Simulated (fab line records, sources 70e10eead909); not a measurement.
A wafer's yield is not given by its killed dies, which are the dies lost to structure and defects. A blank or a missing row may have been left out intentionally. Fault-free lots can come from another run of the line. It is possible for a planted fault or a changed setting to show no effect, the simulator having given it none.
Matching of chambers    flow nandHarc    pecvd-03 running NHARC_A_M1_PRE_CLEAN_32: 3 sister chambers
The step time 12 s. 18 wafers are shown with their chamber, then 9 later ones without.

WAFERS, EACH WITH ITS CHAMBER
wafer   chamber  heaterPowerW (W)
L074.1  0        699
L074.2  2        585
L074.3  1        716
L079.1  2        668
L079.2  0        633
L079.3  1        587
L080.1  0        675
L080.2  1        695
L080.6  1        699
L084.2  0        584
L084.3  1        641
L084.6  2        592
L087.1  1        668
L087.2  0        596
L087.4  1        669
L089.1  2        643
L089.2  0        653
L089.6  2        645

SIGNATURES (averages over the wafers above)
reading       chamber 0  chamber 1  chamber 2  scatter within a chamber
heaterPowerW  640.00     667.86     626.60     42.1
Rule: a wafer lies at a distance from a chamber equal to the root of the sum of squares, over the readings, of (its reading less the chamber's mean, divided by the reading's scatter). The wafer belongs to the nearest chamber; if the next one is less than 2 further off, it can't be placed. The scatter: take each reading less its chamber's mean, square it, sum over the shown wafers, divide by the number of wafers less the number of chambers, and take the root.

WAFERS WHOSE CHAMBER IS MISSING
wafer   heaterPowerW (W)
L088.2  612
L088.4  603
L088.5  622
L093.1  580
L093.3  627
L093.4  569
L094.1  685
L094.3  590
L094.6  583

CHAMBER TAKEN BY EACH
wafer   from the rows above           in truth
L088.2  can't be placed: 2 or 0 or 1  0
L088.4  can't be placed: 2 or 0 or 1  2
L088.5  can't be placed: 2 or 0 or 1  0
L093.1  can't be placed: 2 or 0 or 1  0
L093.3  can't be placed: 2 or 0 or 1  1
L093.4  can't be placed: 2 or 0 or 1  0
L094.1  can't be placed: 1 or 0 or 2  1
L094.3  can't be placed: 2 or 0 or 1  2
L094.6  can't be placed: 2 or 0 or 1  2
0 of 9 placed correctly. Can't be placed from these rows: 9 (the true chamber is among the candidates in 9). Placed wrongly: 0.
